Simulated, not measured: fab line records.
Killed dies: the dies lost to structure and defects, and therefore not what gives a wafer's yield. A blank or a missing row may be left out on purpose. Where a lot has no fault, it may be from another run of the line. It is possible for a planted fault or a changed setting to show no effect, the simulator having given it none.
Code-filled problem report in 8D (eight disciplines) form + flow n5Finfet + the parts of the form that need people (team, actions taken, sign-off) are left out

## 1. WHAT WENT WRONG
Mean FIN_CORE_OVL at N5_FIN_SAQP_OVL_MEAS_17: 17.1 nm over 6 wafers in 2 lots; fault-free wafers: -0.5 nm, standard deviation 0.89. Measured from the usual mean, that is +20 standard deviations.
First seen on wafer L574.2, day 7 03:11, on overlay-01. At this step, 29 wafers from 10 lots have a number in the record. Rule for "out", or "out of limits": more than 4 standard deviations from the usual mean. The rest of the wafers with a number are treated as sound.

## 2. WHAT IT IS; WHAT IT IS NOT
| question                    | is                     | is not                                         |
|-----------------------------|------------------------|------------------------------------------------|
| which readings at this step | FIN_CORE_OVL           | -                                              |
| which lots                  | L574, L575             | L555, L556, L557, L558, L560, L561, L564, L569 |
| which wafers of those lots  | all that have a number | -                                              |
| read on which gauges        | overlay-01, overlay-02 | -                                              |
| when                        | from day 7 03:11       | up to then (23 sound wafers)                   |

## 3. WHAT RULES OUT EACH SUSPECT
Counting: a tool at a process step up to the reading stays a suspect if it ran every lot that is out and no sound lot after the first of them.
- ruled out: the gauge at N5_FIN_SAQP_OVL_MEAS_17. 2 gauges (overlay-01, overlay-02) read the wafers that are out.
- arfiScanner-01 at N5_FIN_SAQP_EXPOSE_13 (exposes mask FIN CORE, target cd 35.6 nm): kept. It processed each lot that is out, first L574 at day 7 03:01, and no sound lot thereafter; up to then, the last sound lot it processed was L569 at day 5 22:53.
Remaining after the count: arfiScanner-01 at N5_FIN_SAQP_EXPOSE_13.

## 4. THE CAUSE (what the simulator had put in)
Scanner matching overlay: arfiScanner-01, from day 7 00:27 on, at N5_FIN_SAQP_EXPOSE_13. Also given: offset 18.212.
The count eliminated every tool but this one.

## 5. SEQUENCE OF EFFECTS, ordered by route
Rows list readings where the struck wafers' mean (over those with a number) sits beyond 3 standard deviations from the usual. Readings are gone through only where the record gives a usual standard deviation; hours: the median, over the lots, of the time from a lot's start at the first step in this table giving one to that lot's start at this step; sigmas: the change measured in usual standard deviations.
| hours | step                    | reading      | usual   | on struck wafers | change | sigmas |
|-------|-------------------------|--------------|---------|------------------|--------|--------|
| 0     | N5_FIN_SAQP_OVL_MEAS_17 | FIN_CORE_OVL | -0.5 nm | 17.1             | +17.6  | +20    |

## 6. HOW IT WOULD HAVE BEEN CAUGHT EARLIER
Counted from the fault's start at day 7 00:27, it took 3 hours until the first out-of-limits reading at a measuring or inspecting step in this record, taken at day 7 03:11.
Among the 2 lots that are out, L575 began N5_FIN_SAQP_EXPOSE_13 on arfiScanner-01 after day 7 03:11. Had the tool been put on hold then, it would have been spared.
